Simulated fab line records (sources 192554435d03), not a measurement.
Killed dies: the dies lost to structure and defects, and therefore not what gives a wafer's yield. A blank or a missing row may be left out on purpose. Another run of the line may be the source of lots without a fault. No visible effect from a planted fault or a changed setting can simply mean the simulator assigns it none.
Comparing a struck lot with a sound one | flow n5-finfet | 36 out of 1938 route steps
Sound: the wafers L912.3, L912.5, L912.6. Struck: wafers L908.2, L908.5. (L908.4 of the same lot was not struck and is left out.) The cause comes at the end.
Per side, at each step with rows, come the tool, then ch with its chambers, and then its first start. Under that, the readings that differ: sound wafers | struck wafers | difference of the means | sigmas: that difference in standard deviations of wafers without a fault.
alike: readings whose means differ by less than 2 such deviations, and words and numbers that are the same on both sides. not compared: withheld readings, readings that some wafer has no value for, bounds like >300 that may hide the same value, and numbers for which the record gives no deviation and whose values overlap.
A row with sigmas, a row that says differs or no value, or rows on one side alone: a step with any of these is where the two part. Numbers that have no deviation but don't overlap get no sigmas and don't part them. A reading that every wafer of one side lacks parts them only if that side has two wafers or more.

first, 8 steps without rows for these wafers: N5_BEOL_M7_SPUTTER_48 (material Cu, target thk 10 nm, time 1.667 s); N5_BEOL_M7_ECD_50 (material Cu, target thk 300 nm); N5_BEOL_M7_ANNEAL_51 (time 90 s); N5_BEOL_M7_CMP_52 (polishes, stops on SiCOH lowk, t overpolish 6.9 s, target thk 80 nm); N5_BEOL_M7_PRE_CLEAN_55 (time 15 s); N5_BEOL_M7_DEP_56 (deposits SiCN from 3MS/NH3, target thk 10 nm, time 17.5 s); N5_BEOL_M8_ILD_DEP_00 (deposits SiCOH lowk from DEMS/porogen, target thk 179.75 nm, time 33.4 s); N5_BEOL_M8_CURE_74 (cures SiCOH lowk, time 240 s).
N5_BEOL_M8_PECVD_70: deposits SiO2 from TEOS/O2, target thk 20 nm, time 22.7 s.
  sound on pecvd-02 ch 1,2, day 16 22:44; struck on pecvd-03 ch 0, day 15 19:50
  reading                                    | sound      | struck    | difference | sigmas
  model.SiO2_of_BEOL_M8_PECVD_70.thk-nm (nm) | 20 19.6 20 | 30.2 30.8 | +10.6      |
  alike: heater-power-w, showerhead-plenum-p-Torr, throttle-valve-pct
then, 25 steps without rows for these wafers: N5_BEOL_M8_HM_DEP_02 (deposits TiN, target thk 20 nm); N5_BEOL_M8_COAT_59 (time 60 s, resist thk 100 nm); N5_BEOL_M8_COAT_60 (time 60 s, resist thk 35 nm); N5_BEOL_M8_COAT_05 (resist thk 90 nm); N5_BEOL_M8_EBR_07; N5_BEOL_M8_SOFTBAKE_06 (time 60 s); N5_BEOL_M8_EXPOSE_08 (exposes mask M8); N5_BEOL_M8_PEB_09 (peb time 60 s); N5_BEOL_M8_DEVELOP_10 (develop time 30 s); N5_BEOL_M8_DESCUM_16 (chemistry O2, time 7.9 s); N5_BEOL_M8_ETCH_61 (etches SiARC in CF4, target depth 45.5 nm, time 75.8 s); N5_BEOL_M8_ETCH_62 (etches SOC in N2/H2, target depth 110 nm, overetch 22 nm, time 165 s); N5_BEOL_M8_STRIP_68 (strips in N2/H2); N5_BEOL_M8_STRIP_67 (strips in CF4); N5_BEOL_M8_HM_OPEN_17 (chemistry Cl2/BCl3, target TiN, target depth 20 nm, overetch 6 nm); N5_BEOL_M8_STRIP_19 (strips in O2); N5_BEOL_M8_COAT_63 (time 60 s, resist thk 60 nm); N5_BEOL_M8_COAT_64 (time 60 s, resist thk 12 nm); N5_BEOL_M8_COAT_71 (time 60 s, resist thk 5 nm); N5_BEOL_M8_COAT_22 (resist thk 30 nm); N5_BEOL_M8_EBR_24; N5_BEOL_M8_SOFTBAKE_23 (time 60 s); N5_BEOL_M8_EXPOSE_25 (exposes mask V7, target cd 40 nm); N5_BEOL_M8_PEB_26 (peb time 60 s); N5_BEOL_M8_DEVELOP_27 (develop time 30 s).
N5_BEOL_M8_HM_STRIP_39: strips TiN in peroxide tin strip, target depth 25 nm, time 158 s.
  sound on wet-bench-05 ch 2,3,4, day 17 04:00; struck on wet-bench-01 ch 1,7, day 16 01:01
  reading                                    | sound          | struck  | difference | sigmas
  model.SiO2_of_BEOL_M8_PECVD_70.thk-nm (nm) | 19.8 19.4 19.8 | 30 30.6 | +11        |
  alike: bath-guard-temp-C
N5_BEOL_M8_CMP_52: polishes, stops on SiCOH lowk, t overpolish 6.9 s, target thk 80 nm.
  sound on cmp-02 ch 0,2,3, day 17 06:29; struck on cmp-04 ch 2,3, day 16 03:45
  reading                      | sound             | struck      | difference | sigmas
  barrier-field-endpoint-s (s) | 28.7 27.7 29.0    | 41.9 42.8   | +13.9      | +18
  overpolish-run-s (s)         | 6.915 6.908 6.894 | 4.923 3.996 | -2.446     | -99 or more
  alike: clearing-platen-down-force-psi, motor-current-A, retaining-ring-pressure-frac, slurry-flow-ml-min

== WHERE THEY PART ==
N5_BEOL_M8_CMP_52 only, going by this record.

WHY: the cause the simulator had injected
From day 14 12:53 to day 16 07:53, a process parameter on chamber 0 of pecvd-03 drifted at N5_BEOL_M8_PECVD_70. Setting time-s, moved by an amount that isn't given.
